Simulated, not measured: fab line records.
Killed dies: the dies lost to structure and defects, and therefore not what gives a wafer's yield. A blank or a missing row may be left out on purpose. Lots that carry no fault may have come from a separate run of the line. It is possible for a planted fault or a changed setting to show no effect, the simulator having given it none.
Problem report in the 8D (eight disciplines) form, filled by code -- flow n5Finfet -- the parts of the form that need people (team, actions taken, sign-off) are left out

## 1. PROBLEM STATEMENT
CHAIN_V0_max_site at N5_BEOL_M4_RC_MEAS_101 reads a mean of 380 ohm/link on 3 wafers of 3 lots; wafers without a fault read 250 ohm/link with a standard deviation of 14. That puts it +9.3 standard deviations away from the usual mean.
First seen on wafer L545.1, day 15 08:42, on prober-01. At this step, 23 wafers from 9 lots have a number in the record. Rule for "out", or "out of limits": more than 4 standard deviations from the usual mean. All remaining wafers that have a number are taken as sound.

## 2. WHAT IT IS, WHAT IT ISN'T
question,is,is not
which readings at this step,"CHAIN_V0_max_site, CHAIN_V0","DIBL_N, DIBL_P, IOFF_N, IOFF_P, ION_N, ION_P, SS_N, SS_P, VT_N, VT_P"
which lots,"L544, L545, L547","L530, L531, L535, L550, L552, L553"
which wafers of those lots,"L544.5, L545.1, L547.5","L544.6, L545.6, L547.3"
read on which gauges,"prober-01, prober-02",-
when,from day 15 08:42,"up to then (9 sound wafers); but 11 sound wafers of L544, L547, L550, L552, L553 came after"

## 3. WHAT RULES OUT EACH SUSPECT
Counting: if a tool at a process step up to the reading ran every lot that is out, it stays a suspect. Sound lots after the first of them don't rule it out here, since some wafers of a struck lot are sound.
- the gauge at N5_BEOL_M4_RC_MEAS_101: ruled out. The wafers that are out were read on 2 gauges (prober-01, prober-02).
- aldMetal-04 at N5_BEOL_M1_ALD_84 (deposits TaN, pulse time 2 s, purge time 3 s, co reactant purge time 2 s): kept. It ran every lot that is out, first L544 (day 10 13:04).
Left after counting: aldMetal-04 at N5_BEOL_M1_ALD_84.

## 4. THE CAUSE (what the simulator had put in)
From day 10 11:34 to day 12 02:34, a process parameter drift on aldMetal-04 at N5_BEOL_M1_ALD_84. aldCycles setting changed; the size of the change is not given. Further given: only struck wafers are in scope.
This tool alone remained once counting was done.

## 5. THE EFFECT CHAIN, in route order
Each row: a reading where the mean over the struck wafers with a number is more than 3 standard deviations away from the usual. Scope: only readings with a usual standard deviation given in the record; hours: median across lots of the time from each lot's start at the first step in this table that gives one to its start at this step; sigmas: change in usual standard deviations.
hours,step,reading,usual,on struck wafers,change,sigmas
0,N5_BEOL_M4_RC_MEAS_101,CHAIN_V0,241 ohm/link,364,+123,+9.5
0,N5_BEOL_M4_RC_MEAS_101,CHAIN_V0_max_site,250 ohm/link,380,+130,+9.3

## 6. WHAT WOULD HAVE CAUGHT IT SOONER
The first out-of-limits reading at a measuring or inspecting step in this record came at day 15 08:42, 117 hours after the fault's start at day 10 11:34.
No tool reading at N5_BEOL_M1_ALD_84 that has a usual standard deviation in the record was out on any struck wafer, so an alarm limit of 4 standard deviations on those readings would not have fired.
By day 15 08:42, every lot that is out (3) had started N5_BEOL_M1_ALD_84 on aldMetal-04. Had the tool been put on hold then, not one of them would have been saved.
